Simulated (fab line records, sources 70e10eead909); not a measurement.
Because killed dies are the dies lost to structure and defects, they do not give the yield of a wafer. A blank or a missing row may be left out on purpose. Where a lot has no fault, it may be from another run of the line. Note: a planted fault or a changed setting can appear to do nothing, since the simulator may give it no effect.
Which of the tools did it?	flow nand-harc	24 lots with 72 wafers sampled at 6 steps, on a route of 1302 steps

== WHAT THE GAUGES SHOWED, per wafer ==
Not one reading of a measure or inspect step in the record can be checked against a usual standard deviation.

== WHAT TOOL EACH LOT RAN ON (gives the tool, then ch and the chambers of the sampled wafers, and finally the start) ==
lot	NHARC_A_CHANNEL_FILL_D2_STRIP_28	NHARC_A_STAIRCASE_ETCH_192	NHARC_A_STAIRCASE_TRIM_222	NHARC_A_STAIRCASE_STRIP_254	NHARC_A_STAIRCASE_HM_DEP_459	NHARC_A_STAIRCASE_ETCH_292
L074	rie-diel-06 ch 0,1,3, day 14 22:53	rie-diel-11 ch 0,2, day 16 13:49 or earlier	rie-diel-11 ch 0,1,2, day 16 13:49 or earlier	plasma-asher-01 ch 0,1, day 16 13:49	acl-dep-03 ch 0, day 17 05:28	rie-diel-11 ch 0,2,3, day 17 08:25
L075	rie-diel-07 ch 0,3, day 14 22:53	rie-diel-08 ch 0,1,2, day 16 12:59 or earlier	rie-diel-11 ch 1,2, day 16 12:59 or earlier	plasma-asher-02 ch 0,1, day 16 12:59	acl-dep-01 ch 0, day 17 04:40	rie-diel-11 ch 1,2,3, day 17 07:06
L076	rie-diel-06 ch 0,2,3, day 15 05:14	rie-diel-11 ch 0,1,2, day 16 20:27 or earlier	rie-diel-13 ch 0,2,3, day 16 20:27 or earlier	plasma-asher-01 ch 0,1, day 16 20:27	acl-dep-01 ch 0, day 17 09:08	rie-diel-13 ch 1,2,3, day 17 12:04
L077	rie-diel-06 ch 0,2, day 15 16:03	rie-diel-13 ch 0,3, day 17 11:15 or earlier	rie-diel-11 ch 0,1,3, day 17 11:15 or earlier	plasma-asher-02 ch 0,1, day 17 11:15	acl-dep-02 ch 0, day 17 19:10	rie-diel-11 ch 0,2,3, day 17 21:48
L078	rie-diel-07 ch 2,3, day 16 17:50	rie-diel-08 ch 1,2,3, day 18 07:36 or earlier	rie-diel-11 ch 2,3, day 18 07:36 or earlier	plasma-asher-01 ch 0,1, day 18 07:36	acl-dep-02 ch 0, day 18 14:38	rie-diel-08 ch 0,1,2, day 18 17:11
L079	rie-diel-06 ch 0,2, day 16 17:52	rie-diel-08 ch 0,2,3, day 18 13:22 or earlier	rie-diel-11 ch 2,3, day 18 13:22 or earlier	plasma-asher-01 ch 0,1, day 18 13:22	acl-dep-03 ch 0, day 19 00:31	rie-diel-08 ch 0,1, day 19 02:50
L080	rie-diel-07 ch 0,1, day 17 12:33	rie-diel-13 ch 0,1,3, day 19 05:56 or earlier	rie-diel-11 ch 1,2,3, day 19 05:56 or earlier	plasma-asher-01 ch 0,1, day 19 05:56	acl-dep-02 ch 0, day 19 16:54	rie-diel-13 ch 2,3, day 19 19:14
L082	rie-diel-06 ch 1,2,3, day 17 12:34	rie-diel-11 ch 0,1, day 19 04:40 or earlier	rie-diel-13 ch 0,3, day 19 04:40 or earlier	plasma-asher-01 ch 0,1, day 19 04:40	acl-dep-03 ch 0, day 19 15:44	rie-diel-08 ch 0,2,3, day 19 18:48
L081	rie-diel-06 ch 0,1,3, day 18 04:22	rie-diel-13 ch 0,1,2, day 20 01:04 or earlier	rie-diel-13 ch 1,2,3, day 20 01:04 or earlier	plasma-asher-02 ch 0,1, day 20 01:04	acl-dep-01 ch 0, day 20 13:14	rie-diel-08 ch 0,1,2, day 20 16:31
L083	rie-diel-07 ch 0,2,3, day 18 20:16	rie-diel-13 ch 0,1,3, day 20 10:43 or earlier	rie-diel-11 ch 0,3, day 20 10:43 or earlier	plasma-asher-01 ch 0,1, day 20 10:43	acl-dep-01 ch 0, day 20 20:03	rie-diel-11 ch 0,1,3, day 20 23:13
L084	rie-diel-07 ch 0,1,3, day 19 03:17	rie-diel-08 ch 1,3, day 20 18:15 or earlier	rie-diel-08 ch 1,3, day 20 18:15 or earlier	plasma-asher-02 ch 0,1, day 20 18:15	acl-dep-01 ch 0, day 21 01:19	rie-diel-13 ch 1,3, day 21 04:15
L085	rie-diel-06 ch 0,1,2, day 19 03:17	rie-diel-11 ch 0,1,2, day 20 17:03 or earlier	rie-diel-13 ch 0,1,2, day 20 17:03 or earlier	plasma-asher-02 ch 0,1, day 20 17:03	acl-dep-02 ch 0, day 21 00:43	rie-diel-08 ch 0,2,3, day 21 03:38
L086	rie-diel-06 ch 0,1, day 20 02:30	rie-diel-13 ch 0,2, day 21 16:47 or earlier	rie-diel-13 ch 2,3, day 21 16:47 or earlier	plasma-asher-01 ch 0,1, day 21 16:47	acl-dep-01 ch 0, day 22 02:56	rie-diel-08 ch 1,2,3, day 22 05:52
L087	rie-diel-06 ch 0,2,3, day 20 17:06	rie-diel-13 ch 0,1,3, day 22 07:47 or earlier	rie-diel-11 ch 1,2,3, day 22 07:47 or earlier	plasma-asher-01 ch 0,1, day 22 07:47	acl-dep-01 ch 0, day 22 15:49	rie-diel-11 ch 0,1,3, day 22 18:52
L088	rie-diel-09 ch 0,1,3, day 20 17:06	rie-diel-11 ch 1,2,3, day 22 08:49 or earlier	rie-diel-13 ch 0,1,2, day 22 08:49 or earlier	plasma-asher-02 ch 1, day 22 08:49	acl-dep-02 ch 0, day 22 17:55	rie-diel-11 ch 2,3, day 22 21:11
L089	rie-diel-07 ch 1,3, day 21 04:28	rie-diel-11 ch 0,2,3, day 22 19:08 or earlier	rie-diel-08 ch 1,2, day 22 19:08 or earlier	plasma-asher-02 ch 0,1, day 22 19:08	acl-dep-02 ch 0, day 23 02:31	rie-diel-08 ch 0,2,3, day 23 04:59
L091	rie-diel-09 ch 1,2,3, day 21 04:29	rie-diel-08 ch 0,3, day 22 18:29 or earlier	rie-diel-13 ch 1,2, day 22 18:29 or earlier	plasma-asher-02 ch 0,1, day 22 18:29	acl-dep-01 ch 0, day 23 01:50	rie-diel-11 ch 0,1,3, day 23 04:45
L090	rie-diel-07 ch 0,2,3, day 21 08:37	rie-diel-08 ch 1,2,3, day 23 02:39 or earlier	rie-diel-11 ch 1,2,3, day 23 02:39 or earlier	plasma-asher-02 ch 0,1, day 23 02:39	acl-dep-01 ch 0, day 23 09:33	rie-diel-08 ch 0,2,3, day 23 12:23
L092	rie-diel-07 ch 1,2,3, day 21 20:55	rie-diel-13 ch 0,2,3, day 23 11:37 or earlier	rie-diel-13 ch 0,1,2, day 23 11:37 or earlier	plasma-asher-01 ch 0,1, day 23 11:37	acl-dep-02 ch 0, day 23 19:18	rie-diel-13 ch 0,2,3, day 23 22:19
L094	rie-diel-06 ch 0,1,3, day 22 23:09	rie-diel-08 ch 0,3, day 24 14:07 or earlier	rie-diel-08 ch 0,2, day 24 14:07 or earlier	plasma-asher-01 ch 0,1, day 24 14:07	acl-dep-01 ch 0, day 24 22:36	rie-diel-13 ch 0,1,2, day 25 01:35
L095	rie-diel-07 ch 0,1, day 22 23:10	rie-diel-13 ch 0,1,2, day 24 13:13 or earlier	rie-diel-13 ch 0,1,3, day 24 13:13 or earlier	plasma-asher-01 ch 0,1, day 24 13:13	acl-dep-01 ch 0, day 24 19:46	rie-diel-13 ch 1,2, day 24 22:35
L093	rie-diel-06 ch 1,2,3, day 23 03:49	rie-diel-11 ch 1,2,3, day 24 19:01 or earlier	rie-diel-13 ch 1,2, day 24 19:01 or earlier	plasma-asher-01 ch 0,1, day 24 19:01	acl-dep-02 ch 0, day 25 05:04	rie-diel-08 ch 1,2, day 25 07:42
L096	rie-diel-06 ch 1,2, day 23 14:49	rie-diel-13 ch 1,2, day 25 11:07 or earlier	rie-diel-08 ch 0,2, day 25 11:07 or earlier	plasma-asher-01 ch 0,1, day 25 11:07	acl-dep-02 ch 0, day 26 01:28	rie-diel-11 ch 0,3, day 26 04:27
L097	rie-diel-09 ch 0,2, day 24 04:37	rie-diel-11 ch 0,1,3, day 25 19:53 or earlier	rie-diel-13 ch 1,2, day 25 19:53 or earlier	plasma-asher-02 ch 0,1, day 25 19:53	acl-dep-03 ch 0, day 26 06:11	rie-diel-11 ch 2,3, day 26 09:11
- NHARC_A_CHANNEL_FILL_D2_STRIP_28: strips in O2, time 20 s.
- NHARC_A_STAIRCASE_ETCH_192: etches the open film in C4F8/O2, target depth 100 nm, time 40.5 s.
- NHARC_A_STAIRCASE_TRIM_222: chemistry O2, time 211.2 s.
- NHARC_A_STAIRCASE_STRIP_254: strips in O2.
- NHARC_A_STAIRCASE_HM_DEP_459: deposits aC, target thk 1500 nm.
- NHARC_A_STAIRCASE_ETCH_292: etches the open film in CF4/CHF3.

== WHAT THE TOOLS THEMSELVES READ (means of the sampled wafers that have a number; where no wafer has one, the mark that the record gives instead) ==
NHARC_A_CHANNEL_FILL_D2_STRIP_28.
lot	tool	drypump-motor-current-A (A)	oes-product-au (a.u.)	rf-vpp-V (V)	showerhead-plenum-p-Torr (Torr)	throttle-valve-pct (%)
L074	rie-diel-06	6.2	1.003	57.9	3.59	17.040
L075	rie-diel-07	5.1	1.004	57.6	3.72	17.051
L076	rie-diel-06	6.4	1.008	57.9	3.50	17.029
L077	rie-diel-06	6.6	1.006	58.2	3.51	17.035
L078	rie-diel-07	6.0	0.992	58.5	3.62	17.032
L079	rie-diel-06	6.6	1.008	57.8	3.61	17.032
L080	rie-diel-07	5.2	1.003	57.9	3.57	17.036
L082	rie-diel-06	6.3	0.999	57.4	3.50	17.038
L081	rie-diel-06	6.2	0.998	57.9	3.59	17.035
L083	rie-diel-07	5.5	0.994	58.1	3.65	17.039
L084	rie-diel-07	5.2	1.008	58.1	3.61	17.033
L085	rie-diel-06	6.4	1.003	58.1	3.61	17.036
L086	rie-diel-06	6.3	0.986	58.4	3.70	17.025
L087	rie-diel-06	6.4	1.002	57.7	3.50	17.044
L088	rie-diel-09	5.8	1.000	57.5	3.53	17.039
L089	rie-diel-07	5.3	1.007	57.8	3.55	17.039
L091	rie-diel-09	6.0	1.007	57.1	3.37	17.032
L090	rie-diel-07	5.6	1.006	58.0	3.65	17.027
L092	rie-diel-07	5.7	1.007	57.9	3.58	17.036
L094	rie-diel-06	6.2	1.001	58.1	3.59	17.044
L095	rie-diel-07	5.3	1.011	58.0	3.51	17.035
L093	rie-diel-06	6.2	0.998	57.3	3.50	17.030
L096	rie-diel-06	6.5	1.008	57.9	3.51	17.041
L097	rie-diel-09	5.5	1.003	58.8	3.75	17.033

NHARC_A_STAIRCASE_ETCH_192.
lot	tool	bias-w (W)	oes-product-au (a.u.)	rf-vpp-V (V)
L074	rie-diel-11	1000	0.938	890
L075	rie-diel-08	998	0.951	892
L076	rie-diel-11	999	0.945	892
L077	rie-diel-13	998	0.935	897
L078	rie-diel-08	997	0.952	898
L079	rie-diel-08	1000	0.948	902
L080	rie-diel-13	1001	0.944	894
L082	rie-diel-11	1002	0.938	890
L081	rie-diel-13	1001	0.951	896
L083	rie-diel-13	1004	0.943	894
L084	rie-diel-08	1000	0.944	896
L085	rie-diel-11	997	0.946	891
L086	rie-diel-13	1001	0.949	902
L087	rie-diel-13	1002	0.940	894
L088	rie-diel-11	1000	0.934	894
L089	rie-diel-11	998	0.942	892
L091	rie-diel-08	1002	0.942	904
L090	rie-diel-08	996	0.934	898
L092	rie-diel-13	999	0.940	899
L094	rie-diel-08	997	0.937	904
L095	rie-diel-13	999	0.949	895
L093	rie-diel-11	1000	0.940	894
L096	rie-diel-13	998	0.940	893
L097	rie-diel-11	1000	0.929	892

NHARC_A_STAIRCASE_TRIM_222.
lot	tool	drypump-motor-current-A (A)	oes-product-au (a.u.)	rf-vpp-V (V)	showerhead-plenum-p-Torr (Torr)	throttle-valve-pct (%)
L074	rie-diel-11	6.3	0.996	57.7	3.42	17.050
L075	rie-diel-11	6.3	1.000	57.6	3.46	17.040
L076	rie-diel-13	5.6	0.999	57.9	3.63	17.039
L077	rie-diel-11	6.2	1.004	57.7	3.45	17.033
L078	rie-diel-11	6.4	1.013	58.1	3.50	17.036
L079	rie-diel-11	6.3	0.998	58.3	3.54	17.034
L080	rie-diel-11	6.3	1.004	58.0	3.49	17.038
L082	rie-diel-13	5.3	1.005	58.2	3.52	17.041
L081	rie-diel-13	6.2	1.003	57.3	3.56	17.035
L083	rie-diel-11	6.2	1.007	58.1	3.40	17.039
L084	rie-diel-08	6.4	1.004	58.4	3.54	17.027
L085	rie-diel-13	5.9	1.011	57.7	3.53	17.034
L086	rie-diel-13	6.0	1.001	57.8	3.71	17.031
L087	rie-diel-11	6.3	0.997	57.4	3.48	17.030
L088	rie-diel-13	5.9	1.004	57.3	3.53	17.039
L089	rie-diel-08	5.8	1.003	57.8	3.50	17.033
L091	rie-diel-13	6.4	1.000	57.0	3.46	17.034
L090	rie-diel-11	6.3	0.994	57.8	3.48	17.035
L092	rie-diel-13	5.9	1.006	57.6	3.52	17.035
L094	rie-diel-08	5.1	1.007	58.3	3.69	17.031
L095	rie-diel-13	5.8	0.992	58.4	3.44	17.034
L093	rie-diel-13	6.2	1.010	58.5	3.61	17.026
L096	rie-diel-08	5.3	1.001	58.1	3.61	17.037
L097	rie-diel-13	6.2	1.003	58.3	3.61	17.029

NHARC_A_STAIRCASE_STRIP_254.
lot	tool	drypump-motor-current-A (A)	heater-power-w (W)
L074	plasma-asher-01	5.9	319
L075	plasma-asher-02	5.1	309
L076	plasma-asher-01	5.9	320
L077	plasma-asher-02	5.1	303
L078	plasma-asher-01	5.9	318
L079	plasma-asher-01	5.9	315
L080	plasma-asher-01	5.9	321
L082	plasma-asher-01	5.9	319
L081	plasma-asher-02	5.1	296
L083	plasma-asher-01	5.9	321
L084	plasma-asher-02	5.1	305
L085	plasma-asher-02	5.1	301
L086	plasma-asher-01	6.1	323
L087	plasma-asher-01	5.9	314
L088	plasma-asher-02	5.2	306
L089	plasma-asher-02	5.1	300
L091	plasma-asher-02	5.1	301
L090	plasma-asher-02	5.1	298
L092	plasma-asher-01	5.9	340
L094	plasma-asher-01	5.9	340
L095	plasma-asher-01	6.1	339
L093	plasma-asher-01	5.9	338
L096	plasma-asher-01	6.1	339
L097	plasma-asher-02	5.0	301

NHARC_A_STAIRCASE_HM_DEP_459.
lot	tool	throttle-valve-pct (%)
L074	acl-dep-03	34.995
L075	acl-dep-01	35.006
L076	acl-dep-01	35.002
L077	acl-dep-02	34.995
L078	acl-dep-02	35.002
L079	acl-dep-03	34.997
L080	acl-dep-02	35.001
L082	acl-dep-03	35.002
L081	acl-dep-01	35.014
L083	acl-dep-01	34.997
L084	acl-dep-01	34.999
L085	acl-dep-02	35.001
L086	acl-dep-01	34.997
L087	acl-dep-01	34.995
L088	acl-dep-02	34.997
L089	acl-dep-02	34.999
L091	acl-dep-01	34.992
L090	acl-dep-01	34.995
L092	acl-dep-02	35.004
L094	acl-dep-01	34.989
L095	acl-dep-01	35.000
L093	acl-dep-02	34.989
L096	acl-dep-02	35.002
L097	acl-dep-03	34.999

NHARC_A_STAIRCASE_ETCH_292.
lot	tool	bias-w (W)	drypump-motor-current-A (A)	oes-product-au (a.u.)	rf-vpp-V (V)	showerhead-plenum-p-Torr (Torr)	throttle-valve-pct (%)
L074	rie-diel-11	199.9	6.3	0.921	369.6	1.54	16.793
L075	rie-diel-11	199.7	6.3	0.932	370.0	1.56	16.802
L076	rie-diel-13	200.3	6.1	0.923	370.8	1.59	16.806
L077	rie-diel-11	200.2	6.3	0.964	369.5	1.54	16.802
L078	rie-diel-08	199.6	5.6	0.972	372.0	1.61	16.794
L079	rie-diel-08	199.3	5.9	0.931	371.5	1.58	16.807
L080	rie-diel-13	199.9	5.9	0.932	373.1	1.66	16.801
L082	rie-diel-08	200.0	5.6	0.929	373.1	1.65	16.799
L081	rie-diel-08	199.8	5.6	0.946	371.5	1.60	16.799
L083	rie-diel-11	200.1	6.2	0.925	369.0	1.53	16.804
L084	rie-diel-13	200.3	6.1	0.926	369.8	1.55	16.802
L085	rie-diel-08	200.0	5.5	0.925	373.2	1.65	16.806
L086	rie-diel-08	200.2	6.1	0.916	370.9	1.59	16.791
L087	rie-diel-11	199.8	6.2	0.927	369.0	1.53	16.810
L088	rie-diel-11	200.7	6.3	0.918	370.7	1.57	16.806
L089	rie-diel-08	200.5	5.5	0.919	372.8	1.64	16.808
L091	rie-diel-11	200.5	6.2	0.914	369.4	1.53	16.805
L090	rie-diel-08	200.5	5.5	0.922	372.5	1.64	16.800
L092	rie-diel-13	200.5	5.7	0.961	371.2	1.61	16.792
L094	rie-diel-13	199.9	5.9	0.922	370.1	1.57	16.808
L095	rie-diel-13	199.4	6.2	0.958	371.3	1.61	16.800
L093	rie-diel-08	200.0	6.2	0.933	369.4	1.54	16.805
L096	rie-diel-11	200.0	6.1	0.918	370.3	1.54	16.802
L097	rie-diel-11	199.9	6.4	0.943	369.6	1.55	16.795

== THE ANSWER, worked out from the rows above alone ==
Rule: the lots themselves supply what counts as usual. Put in order of their means at a reading, lots are off if they are a third of the lots or fewer, leave a main group of 4 or more, and stand apart from it by a gap of 3 or more times the standard deviation of the main group's means; of several such gaps the widest counts. If all means in a main group match to the digits the tables above print for the reading, that group is not used. A lot without any number at a reading at which 4 lots or more have one is off too. All remaining lots with rows at the step are treated as sound. First the gauges in route order, then the tools' own readings, where a lot's mean is used as printed above. At the first step where some lot is off, the reading lying furthest off is the one used; lots without a number count as furthest.
None of the lots is off at any reading shown; this tells nothing.

== WHAT THE SIMULATOR HAD PUT IN ==
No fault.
